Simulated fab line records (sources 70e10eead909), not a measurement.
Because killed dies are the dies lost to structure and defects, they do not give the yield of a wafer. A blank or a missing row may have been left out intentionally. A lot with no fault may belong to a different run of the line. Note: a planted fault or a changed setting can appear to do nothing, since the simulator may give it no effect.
fab line records | flow nand-harc | part 1 of 2: steps 1 to 4 of 6
record: lots: 23 wafers: 69 last-day: 35
route steps=1302 shown A_CHANNEL_HOLE_D2@583 A_CHANNEL_FILL_D2@616 A_STAIRCASE@652
lots with no fault: from the same line, run without faults
start-h: hours from the record's opening day to when the first of the lot's shown wafers began | wait-h: how many hours have passed since the lot's step before this one | " identical to the entry in the row above | L1.1+2: a single row standing in for several wafers | - no value, or no start was given | * or withheld: withheld | < > ~ a bound
route shown NAME@n: a module of which the file shows steps, and the number in the route of the first | usual: mean/standard deviation of fault-free wafers | same: alike in all rows | chamber/n: place in a boat | sites: readings site by site | _std_site: their standard deviation | _edge_site: the outer-site mean with the inner-site mean subtracted | radius-mm: for every site, how far away it sits from the centre of the wafer | mask NAME#n: copy n | behind: tool/chamber where the wafer was last shaped | hold: what put the lot on hold/how long, in hours/how the hold closed | device: the n, p or np transistor that did not switch | end of line: the same wafers' tests at the end of the route | a step without rows: its recipe alone | killed: not the wafer's yield, but the dies lost to structure and defects at the first sort | map: the dies of a wafer, with x for killed, . for not killed, _ for no die there
set.NAME: the setting as run; set.NAME@STEP: as run at that earlier step | model.NAME: the simulator's own value behind a step, which no gauge read
steps of the route over a sample of lots; a table a step, a row a wafer
services: when a tool's chamber went out of use (start-h, in hours from the record's first day, below 0 if earlier), for how many hours, and the reason
== steps ==
step: NHARC_A_CHANNEL_HOLE_D2_OVL_MEAS_11
usual: overlay-x-nm: -0.1/0.78 overlay-y-nm: 0.0/0.91
columns lot.wafer tool chamber start-h wait-h overlay-x-nm overlay-y-nm
L074.2 overlay-02 - 291.23 - -0.4 -2.2
L074.3 " - " " -0.3 -1.4
L074.6 " - " " -0.6 -1.6
L075.1 overlay-02 - 292.18 - -0.5 0.7
L075.4 " - " " -0.6 0.3
L075.5 " - " " -0.3 1.0
L076.1 overlay-02 - 322.73 - 0.2 1.4
L076.3 " - " " 0.0 1.1
L076.4 " - " " 0.6 1.4
L077.3 overlay-02 - 323.73 - -0.1 -0.2
L077.4 " - " " -0.4 -0.5
L077.6 " - " " 0.0 -0.2
L079.1 overlay-02 - 329.59 - 0.6 -1.6
L079.2 " - " " 1.2 -1.2
L079.4 " - " " 0.8 -1.4
L078.1 overlay-01 - 329.75 - -0.2 0.4
L078.4 " - " " -0.1 0.2
L078.6 " - " " 0.3 0.3
L080.4 overlay-02 - 347.91 - 0.1 0.5
L080.5 " - " " -0.2 0.9
L080.6 " - " " 0.1 0.5
L082.1 overlay-02 - 361.81 - -1.3 -0.4
L082.2 " - " " -1.4 -0.5
L082.4 " - " " -1.6 0.0
L081.2 overlay-01 - 363.59 - -0.1 -0.8
L081.5 " - " " 0.1 -0.8
L081.6 " - " " 0.6 -1.4
L083.2 overlay-01 - 376.72 - -0.8 0.6
L083.3 " - " " 0.1 0.9
L083.4 " - " " -0.8 0.6
L084.1 overlay-01 - 378.53 - 0.2 -0.5
L084.3 " - " " 0.8 -0.4
L084.5 " - " " 0.6 -0.2
L085.2 overlay-01 - 404.32 - -0.1 -0.3
L085.3 " - " " -0.5 -0.4
L085.6 " - " " -0.1 0.0
L086.3 overlay-01 - 407.19 - -0.8 -0.2
L086.4 " - " " -1.4 0.1
L086.5 " - " " -1.6 0.0
L087.2 overlay-02 - 429.55 - -0.6 1.1
L087.4 " - " " -0.6 -0.1
L087.5 " - " " -0.6 0.5
L088.1 overlay-01 - 440.41 - -0.2 0.3
L088.4 " - " " 0.5 0.8
L088.5 " - " " 0.7 1.1
L089.1 overlay-01 - 441.32 - 0.2 1.4
L089.2 " - " " -0.5 1.2
L089.3 " - " " -1.1 1.4
L090.1 overlay-02 - 459.59 - -0.4 0.1
L090.5 " - " " 0.4 -0.6
L090.6 " - " " 0.1 -0.1
L091.3 overlay-01 - 459.96 - -0.5 -0.3
L091.4 " - " " -0.5 -1.5
L091.6 " - " " -0.6 -1.9
L094.4 overlay-01 - 485.78 - 0.4 1.7
L094.5 " - " " 0.0 1.5
L094.6 " - " " -0.7 1.3
L093.3 overlay-01 - 486.63 - 0.6 -0.6
L093.5 " - " " 0.6 -0.5
L093.6 " - " " 0.0 -0.3
L095.1 overlay-01 - 503.06 - 0.7 -0.6
L095.2 " - " " 0.4 -1.0
L095.5 " - " " 0.6 -0.4
L096.1 overlay-01 - 503.39 - 1.1 -0.6
L096.2 " - " " 1.9 -0.4
L096.3 " - " " 1.9 -0.7
L097.2 overlay-01 - 532.20 - -0.4 -0.8
L097.3 " - " " 0.0 -0.8
L097.5 " - " " -0.5 -1.1
step: NHARC_A_CHANNEL_FILL_D2_ALD_16
recipe: target-thk-a: 15 pulse-time-s: 10 ald-cycles: 15 temp-c: 300 material: SiO2
usual: heater-power-w: 476/40 precursor-pulse-height-rel: 0.999/0.02
columns lot.wafer tool chamber start-h wait-h heater-power-w precursor-pulse-height-rel
L074.2 ald-hk-01 3 310.63 0.0 457 0.981
L074.3 " 1 " " 557 0.931
L074.6 " 0 " " 457 0.989
L075.4 ald-hk-01 3 316.67 0.1 464 0.982
L075.1 " 0 " " 445 0.989
L075.5 " 3 " " 448 0.998
L077.4 ald-hk-04 3 342.33 0.1 453 1.019
L077.3 " 1 " " 413 0.973
L077.6 " 3 " " 457 0.986
L076.3 ald-hk-01 0 342.34 0.1 451 1.019
L076.4 " 1 " " 571 1.001
L076.1 " 2 " " 430 0.955
L078.1 ald-hk-01 0 350.72 0.1 439 1.056
L078.4 " 2 " " 445 1.002
L078.6 " 0 " " 446 0.996
L079.2 ald-hk-04 0 350.72 0.1 502 0.995
L079.1 " 1 " " 416 0.990
L079.4 " 2 " " 440 0.989
L080.4 ald-hk-02 3 367.53 0.2 445 0.987
L080.6 " 0 " " 501 0.983
L080.5 " 1 " " 479 0.993
L082.2 ald-hk-01 0 381.25 0.1 447 1.023
L082.1 " 1 " " 571 0.953
L082.4 " 2 " " 438 1.034
L081.2 ald-hk-02 1 385.66 0.1 470 1.000
L081.5 " 0 " " 496 1.029
L081.6 " 1 " " 467 0.976
L083.4 ald-hk-01 0 403.22 0.1 449 1.002
L083.3 " 1 " " 579 0.990
L083.2 " 2 " " 434 0.991
L084.3 ald-hk-04 1 407.55 0.1 402 0.994
L084.1 " 2 " " 433 1.001
L084.5 " 0 " " 505 0.969
L085.2 ald-hk-01 2 424.08 0.1 433 0.994
L085.3 " 3 " " 456 1.009
L085.6 " 0 " " 437 0.974
L086.3 ald-hk-02 2 427.99 0.0 521 1.014
L086.4 " 0 " " 493 1.023
L086.5 " 2 " " 521 1.037
L087.2 ald-hk-02 3 450.14 0.0 451 0.978
L087.4 " 1 " " 466 0.983
L087.5 " 0 " " 493 0.965
L088.4 ald-hk-01 3 460.20 0.0 435 0.977
L088.1 " 1 " " 582 0.990
L088.5 " 3 " " 449 0.988
L089.1 ald-hk-02 0 460.22 0.1 500 0.974
L089.3 " 1 " " 472 1.028
L089.2 " 2 " " 525 0.993
L090.1 ald-hk-02 2 479.54 0.1 511 1.003
L090.5 " 3 " " 443 1.028
L090.6 " 0 " " 495 1.016
L091.4 ald-hk-02 2 489.34 5.8 508 0.991
L091.3 " 1 " " 456 1.005
L091.6 " 2 " " 521 1.029
L093.3 ald-hk-02 2 505.86 0.8 519 0.992
L093.6 " 3 " " 451 1.001
L093.5 " 0 " " 497 1.010
L094.4 ald-hk-02 3 505.96 0.9 450 0.999
L094.5 " 2 " " 536 1.016
L094.6 " 3 " " 456 1.020
L095.2 ald-hk-02 1 522.40 0.0 472 0.988
L095.1 " 0 " " 504 0.982
L095.5 " 1 " " 472 0.960
L096.3 ald-hk-04 3 522.44 0.1 476 1.004
L096.2 " 0 " " 504 1.021
L096.1 " 1 " " 443 0.983
L097.2 ald-hk-01 0 551.86 0.3 458 0.993
L097.3 " 3 " " 435 1.013
L097.5 " 0 " " 449 1.016
step: NHARC_A_STAIRCASE_ETCH_170
recipe: target-depth-a: 2000 time-s: 66.667 ion-energy-ev: 250 c4f6-flow-sccm: 25 o2-flow-sccm: 20 ar-flow-sccm: 500 rf-w: 600 bias-w: 500 chemistry: C4F6/O2
usual: drypump-motor-current-A: 5.6/0.56 oes-product-au: 0.975/0.01 rf-vpp-V: 546/3.2 showerhead-plenum-p-Torr: 3.86/0.15 throttle-valve-pct: 26.904/0.0087
columns lot.wafer tool chamber start-h wait-h drypump-motor-current-A oes-product-au rf-hours-counter-h rf-vpp-V showerhead-plenum-p-Torr throttle-valve-pct
L074.2 rie-diel-04 1 - - 4.9 0.977 50 543 3.70 26.895
L074.3 " 0 " " 4.6 0.988 54 552 4.19 26.890
L074.6 " 2 " " 5.7 0.976 - 546 3.85 26.905
L075.1 rie-diel-10 2 - - 5.9 0.983 28 543 3.72 26.904
L075.5 " 0 " " 6.3 0.980 - 547 3.94 26.906
L075.4 " 1 " " 5.2 0.979 - 544 3.81 26.915
L077.3 rie-diel-10 2 380.28 0.1 5.9 0.965 - 542 3.71 26.921
L077.4 " 1 " " 5.2 0.980 - 544 3.80 26.928
L077.6 " 1 " " 5.2 0.978 - 544 3.80 26.897
L076.1 rie-diel-04 1 - - 4.9 0.971 6 542 3.69 26.910
L076.3 " 2 " " 5.8 0.985 5 545 3.84 26.917
L076.4 " 3 " " 6.2 0.985 7 548 4.00 26.905
L078.4 rie-diel-04 1 - - 4.9 0.970 9 542 3.69 26.894
L078.1 " 2 " " 5.8 0.966 7 544 3.84 26.913
L078.6 " 1 " " 4.9 0.968 - 543 3.69 26.903
L079.2 rie-diel-04 0 - - 4.6 0.967 11 553 4.18 26.892
L079.1 " 1 " " 5.0 0.964 9 542 3.69 26.892
L079.4 " 3 " " 6.2 0.963 10 548 4.00 26.907
L080.4 rie-diel-10 3 - - 5.6 0.994 29 543 3.79 26.912
L080.5 " 1 " " 5.2 0.979 - 546 3.80 26.900
L080.6 " 2 " " 5.9 0.986 - 542 3.71 26.894
L082.2 rie-diel-04 2 - - 5.8 0.967 15 545 3.84 26.905
L082.4 " 0 " " 4.6 0.985 19 552 4.18 26.909
L082.1 " 1 " " 5.0 0.990 15 543 3.69 26.908
L081.2 rie-diel-07 0 - - 6.5 0.971 51 551 4.13 26.898
L081.6 " 0 " " 6.5 0.985 - 550 4.13 26.912
L081.5 " 2 " " 5.9 0.972 - 546 3.88 26.912
L083.3 rie-diel-10 3 - - 5.6 0.974 2 542 3.78 26.914
L083.4 " 1 " " 5.2 0.980 2 545 3.80 26.904
L083.2 " 2 " " 5.9 0.981 2 543 3.70 26.907
L084.1 rie-diel-07 2 - - 5.9 0.958 56 546 3.87 26.898
L084.3 " 3 " " 6.1 0.978 54 544 3.78 26.902
L084.5 " 1 " " 5.7 0.985 - 546 3.84 26.909
L085.2 rie-diel-07 2 - - 5.9 0.981 64 546 3.87 26.905
L085.3 " 0 " " 6.5 0.991 62 552 4.12 26.904
L085.6 " 2 " " 5.9 0.984 - 547 3.87 26.886
L086.4 rie-diel-10 2 - - 6.0 0.987 8 542 3.70 26.892
L086.3 " 0 " " 6.2 0.959 12 547 3.92 26.910
L086.5 " 2 " " 5.9 0.987 - 541 3.70 26.902
L087.2 rie-diel-10 2 - - 6.0 0.972 13 542 3.70 26.903
L087.4 " 3 " " 5.6 0.964 14 544 3.78 26.909
L087.5 " 1 " " 5.1 0.971 - 543 3.79 26.892
L089.2 rie-diel-10 1 - - 5.2 0.963 21 543 3.78 26.922
L089.3 " 2 " " 6.0 0.966 15 541 3.70 26.901
L089.1 " 3 " " 5.6 0.971 16 544 3.78 26.915
L088.1 rie-diel-04 2 - - 5.8 0.960 47 545 3.82 26.900
L088.4 " 0 " " 4.6 0.975 46 550 4.16 26.903
L088.5 " 3 " " 6.2 0.975 - 548 3.98 26.902
L090.1 rie-diel-10 2 - - 6.0 0.976 19 542 3.69 26.901
L090.6 " 0 " " 6.3 0.973 - 546 3.91 26.892
L090.5 " 1 " " 5.2 0.988 - 545 3.78 26.910
L091.3 rie-diel-04 1 - - 5.0 0.961 52 543 3.67 26.898
L091.4 " 3 " " 6.2 0.955 57 547 3.98 26.909
L091.6 " 2 " " 5.8 0.956 - 546 3.81 26.902
L094.4 rie-diel-04 3 - - 6.2 0.973 1 549 3.97 26.909
L094.5 " 1 " " 5.0 0.987 - 542 3.67 26.886
L094.6 " 2 " " 5.8 0.984 - 544 3.81 26.884
L093.3 rie-diel-07 2 - - 5.9 0.975 19 546 3.86 26.907
L093.6 " 0 " " 6.5 0.981 - 550 4.11 26.903
L093.5 " 1 " " 5.7 0.989 - 545 3.82 26.910
L096.3 rie-diel-04 1 - - 4.9 0.992 6 542 3.66 26.928
L096.2 " 2 " " 5.8 0.978 6 545 3.81 26.910
L096.1 " 3 " " 6.2 0.966 7 548 3.97 26.901
L095.2 rie-diel-04 3 - - 6.1 0.986 8 548 3.97 26.903
L095.1 " 0 " " 4.6 0.984 8 551 4.15 26.896
L095.5 " 2 " " 5.8 0.992 - 546 3.81 26.915
L097.2 rie-diel-04 3 - - 6.2 0.985 14 547 3.97 26.908
L097.3 " 1 " " 5.0 0.973 14 541 3.66 26.910
L097.5 " 2 " " 5.8 0.990 - 544 3.80 26.902
step: NHARC_A_STAIRCASE_TRIM_14
recipe: time-s: 211.2 o2-flow-sccm: 500 ar-flow-sccm: 0 bias-w: 0 chemistry: O2
usual: drypump-motor-current-A: 5.7/0.57 oes-product-au: 1.003/0.0073 rf-vpp-V: 57.7/0.88 showerhead-plenum-p-Torr: 3.49/0.14 throttle-valve-pct: 17.037/0.0099
columns lot.wafer tool chamber start-h wait-h drypump-motor-current-A oes-product-au rf-hours-counter-h rf-vpp-V showerhead-plenum-p-Torr throttle-valve-pct
L074.2 rie-diel-04 3 - - 6.2 1.002 55 59.2 3.61 17.045
L074.3 " 1 " " 5.0 1.005 53 57.0 3.32 17.022
L074.6 " 0 " " 4.6 1.005 - 57.4 3.77 17.048
L075.1 rie-diel-07 1 - - 5.7 1.012 27 56.9 3.46 17.045
L075.4 " 2 " " 5.9 1.010 23 57.1 3.50 17.031
L075.5 " 1 " " 5.7 1.008 - 57.7 3.46 17.052
L077.4 rie-diel-07 1 - - 5.7 1.000 33 57.0 3.46 17.053
L077.3 " 3 " " 6.1 1.017 31 57.8 3.41 17.050
L077.6 " 1 " " 5.7 1.015 - 56.7 3.46 17.036
L076.4 rie-diel-04 0 - - 4.6 1.010 8 57.7 3.77 17.033
L076.3 " 1 " " 4.9 1.013 7 56.7 3.32 17.039
L076.1 " 3 " " 6.2 1.003 7 58.0 3.60 17.039
L078.4 rie-diel-07 2 - - 5.9 0.992 34 57.9 3.49 17.051
L078.1 " 1 " " 5.7 0.999 37 59.7 3.46 17.050
L078.6 " 3 " " 6.2 1.010 - 56.8 3.41 17.017
L079.2 rie-diel-04 0 - - 4.6 0.995 12 59.5 3.77 17.038
L079.1 " 2 " " 5.8 0.997 8 57.3 3.45 17.039
L079.4 " 3 " " 6.2 0.995 10 58.5 3.60 17.036
L080.4 rie-diel-07 3 - - 6.1 1.003 43 58.4 3.40 17.028
L080.5 " 1 " " 5.7 1.007 - 56.4 3.46 17.033
L080.6 " 2 " " 5.9 1.003 - 56.3 3.49 17.052
L082.2 rie-diel-10 2 - - 6.0 0.998 51 57.2 3.33 17.046
L082.4 " 0 " " 6.3 0.983 53 57.6 3.53 17.041
L082.1 " 1 " " 5.2 1.006 53 58.6 3.41 17.037
L081.2 rie-diel-04 2 - - 5.8 0.996 18 58.3 3.45 17.029
L081.6 " 1 " " 5.0 0.995 - 56.7 3.31 17.031
L081.5 " 2 " " 5.8 0.994 - 57.3 3.45 17.032
L083.3 rie-diel-10 3 - - 5.6 0.995 2 58.3 3.40 17.047
L083.4 " 1 " " 5.2 1.005 2 56.1 3.41 17.035
L083.2 " 2 " " 6.0 1.002 2 57.8 3.33 17.034
L084.1 rie-diel-10 1 - - 5.2 1.009 3 57.5 3.41 17.038
L084.3 " 3 " " 5.5 1.003 3 57.5 3.40 17.047
L084.5 " 0 " " 6.3 1.004 - 57.4 3.53 17.033
L085.3 rie-diel-10 3 - - 5.6 0.996 8 57.4 3.40 17.028
L085.2 " 1 " " 5.2 1.003 11 59.5 3.41 17.027
L085.6 " 0 " " 6.3 1.005 - 57.4 3.53 17.025
L086.3 rie-diel-04 0 - - 4.7 0.988 38 58.3 3.75 17.029
L086.4 " 1 " " 4.9 0.986 37 56.8 3.30 17.052
L086.5 " 3 " " 6.2 1.001 - 57.5 3.59 17.021
L087.2 rie-diel-04 2 - - 5.8 1.008 42 56.8 3.43 17.037
L087.4 " 1 " " 5.0 1.013 - 57.2 3.30 17.048
L087.5 " 2 " " 5.8 1.005 - 57.9 3.43 17.028
L089.1 rie-diel-07 1 - - 5.7 1.003 3 59.0 3.44 17.042
L089.2 " 2 " " 5.9 0.997 4 58.1 3.48 17.039
L089.3 " 0 " " 6.5 0.999 4 58.0 3.70 17.038
L088.1 rie-diel-04 0 - - 4.6 0.994 46 57.6 3.75 17.036
L088.4 " 3 " " 6.2 1.001 47 56.7 3.58 17.038
L088.5 " 1 " " 4.9 1.006 - 56.7 3.30 17.028
L090.1 rie-diel-07 2 - - 5.9 0.998 9 56.5 3.47 17.044
L090.5 " 2 " " 5.9 0.987 - 58.8 3.47 17.041
L090.6 " 3 " " 6.1 1.001 - 56.5 3.39 17.028
L091.3 rie-diel-04 2 - - 5.8 1.002 57 57.7 3.42 17.040
L091.4 " 3 " " 6.2 0.999 57 58.7 3.58 17.055
L091.6 " 3 " " 6.2 0.994 - 59.1 3.58 17.054
L094.4 rie-diel-04 1 - - 4.9 1.002 1 57.2 3.29 17.040
L094.5 " 0 " " 4.7 1.002 - 59.1 3.74 17.039
L094.6 " 1 " " 5.0 0.998 - 56.0 3.29 17.040
L093.3 rie-diel-04 1 - - 4.9 1.019 1 56.6 3.29 17.037
L093.5 " 2 " " 5.8 1.006 - 58.1 3.42 17.033
L093.6 " 3 " " 6.2 1.022 - 57.0 3.57 17.038
L096.2 rie-diel-10 2 - - 6.0 1.010 46 56.7 3.30 17.026
L096.3 " 0 " " 6.3 1.005 45 57.9 3.51 17.034
L096.1 " 1 " " 5.2 1.008 49 55.4 3.38 17.037
L095.1 rie-diel-04 3 - - 6.2 0.997 8 58.4 3.57 17.032
L095.2 " 1 " " 4.9 1.001 7 57.4 3.29 17.026
L095.5 " 3 " " 6.2 1.001 - 57.8 3.57 17.038
L097.3 rie-diel-07 2 - - 5.9 1.009 32 58.5 3.46 17.016
L097.2 " 3 " " 6.1 1.012 35 56.5 3.37 17.049
L097.5 " 2 " " 5.9 1.005 - 56.6 3.46 17.044
